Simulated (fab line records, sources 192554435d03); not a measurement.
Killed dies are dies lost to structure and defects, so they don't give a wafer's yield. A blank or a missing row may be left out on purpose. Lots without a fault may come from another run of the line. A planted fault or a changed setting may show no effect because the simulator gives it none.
A struck lot beside a sound one | flow n5_finfet | 27 steps out of a route of 1938
Sound: wafers L589.2, L589.3, L589.4. Struck: wafers L581.2, L581.3, L581.5. The cause comes at the end.
At each step with rows: each side's tool, then ch and its chambers, then its first start. Under that, the readings that differ: sound wafers | struck wafers | difference of the means | sigmas: that difference in standard deviations of wafers without a fault.
alike: readings whose means differ by less than 2 such deviations, and words and numbers that are the same on both sides. not compared: withheld readings, readings that some wafer has no value for, bounds like >300 that may hide the same value, and numbers for which the record gives no deviation and whose values overlap.
The two part at a step that has a row with sigmas, a row that says differs or no value, or rows on one side only. Numbers that don't overlap but have no deviation are shown without sigmas and don't part them. A reading that every wafer of one side lacks parts them only if that side has two wafers or more.

first, 9 steps without rows for these wafers: N5_FIN_SAQP_PRECLEAN_38 (cleans in O3/DIW, time 45 s); N5_FIN_SAQP_PRECLEAN_45 (cleans in dHF, time 10 s); N5_FIN_SAQP_SRD_39 (time 30 s); N5_FIN_CUT_COAT_18 (time 60 s, resist thk 230 nm); N5_FIN_CUT_COAT_19 (time 60 s, resist thk 20 nm); N5_FIN_CUT_COAT_29 (time 60 s, resist thk 10 nm); N5_FIN_CUT_COAT_02 (resist thk 30 nm); N5_FIN_CUT_EBR_04; N5_FIN_CUT_SOFTBAKE_03 (time 60 s).
N5_FIN_CUT_EXPOSE_05: exposes mask FIN CUT.
  sound on euv_scanner-01 ch 0, day 7 04:17; struck on euv_scanner-02 ch 0, day 5 05:52
  reading              | sound          | struck         | difference | sigmas
  exposure_dose_mJ_cm2 | 46.3 46.4 46.3 | 42.5 42.4 42.5 | -3.9       | -12
  alike: mask
then, 2 steps without rows for these wafers: N5_FIN_CUT_PEB_06 (peb time 60 s); N5_FIN_CUT_DEVELOP_07 (develop time 30 s).
N5_FIN_CUT_CD_MEAS_08: target cd 29.1 nm.
  sound on cd_sem-02 ch 0, day 7 04:25; struck on cd_sem-01 ch 0, day 5 05:59
  reading    | sound             | struck            | difference | sigmas
  cd_nm (nm) | 29.08 29.14 28.86 | 27.94 27.90 27.50 | -1.25      | -5
then, 1 step without rows for these wafers: N5_FIN_CUT_DESCUM_13 (chemistry O2, time 7 s).
N5_FIN_CUT_ETCH_30: etches underlayer in N2/H2, target depth 13 nm, time 10.4 s.
  sound on rie_diel-04 ch 0,1,2, day 7 06:40; struck on rie_diel-06 ch 2,3, day 5 06:08
  reading                         | sound     | struck         | difference | sigmas
  model.FIN_CUT.cd_offset_nm (nm) | 0.2 0.2 0 | -1.2 -1.6 -1.2 | -1.5       |
  alike: bias_w, drypump_motor_current_A, etch_rf_on_time_s, oes_product_au, rf_vpp_V, showerhead_plenum_p_Torr, throttle_valve_pct
  not compared: rf_hours_counter_h
then, 9 steps without rows for these wafers: N5_FIN_CUT_ETCH_20 (etches SiARC in CF4, target depth 26 nm, time 43.3 s); N5_FIN_CUT_ETCH_21 (etches SOC in N2/H2, target depth 219 nm, overetch 43.8 nm, time 523.5 s); N5_FIN_CUT_STRIP_23 (strips in N2/H2); N5_FIN_CUT_STRIP_31 (strips in N2/H2); N5_FIN_CUT_STRIP_24 (strips in CF4); N5_FIN_CUT_CUT_ETCH_26 (etches SiNx in CH3F/O2, target depth 39 nm, time 55.7 s); N5_FIN_CUT_CUT_ETCH_27 (etches SiO2 in CHF3/O2, target depth 4 nm, overetch 2 nm, time 4.9 s); N5_FIN_CUT_PRECLEAN_35 (cleans in vHF, time 13.3 s); N5_FIN_CUT_CUT_ETCH_15 (etches Si in HBr/Cl2/O2, target depth 100 nm, bt time 10 s, time 42.4 s).
N5_FIN_CUT_CUT_ETCH_28: etches Si in HBr/Cl2/O2, target depth 6 nm, time 2.4 s.
  sound on rie_si-05 ch 0,1,3, day 7 07:19; struck on rie_si-06 ch 1,2,3, day 5 06:54
  reading                         | sound      | struck       | difference | sigmas
  model.FIN_CUT.cd_offset_nm (nm) | 0.2 -0.2 0 | -1.4 -1.2 -1 | -1.2       |
  alike: drypump_motor_current_A, oes_product_au, throttle_valve_pct
  not compared: bias_w, rf_hours_counter_h
then, 1 step without rows for these wafers: N5_FIN_CUT_STRIP_22 (strips in N2/H2).
-- the record jumps here: 6 days lie between the struck wafers' starts before and after (it left off in module FIN_CUT and takes up again in module BEOL_M4, whose first step shown is number 1111 of the route) --
N5_BEOL_M4_RC_MEAS_101:
  sound on prober-01 ch 0, day 13 04:40; struck on prober-02 ch 0, day 11 03:58
  alike: DIBL_N, DIBL_P, IOFF_N, IOFF_P, ION_N, ION_P, SS_N, SS_P, VT_N, VT_P

WHERE THEY PART
First at N5_FIN_CUT_EXPOSE_05; last, within this record, at N5_FIN_CUT_CD_MEAS_08. Later steps at which nothing parts them and some readings are alike: N5_FIN_CUT_ETCH_30, N5_FIN_CUT_CUT_ETCH_28, N5_BEOL_M4_RC_MEAS_101.

WHY: what the simulator had put in
Process parameter drift: euv_scanner-02, from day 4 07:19 on, at N5_FIN_CUT_EXPOSE_05. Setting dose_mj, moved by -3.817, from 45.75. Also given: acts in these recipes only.
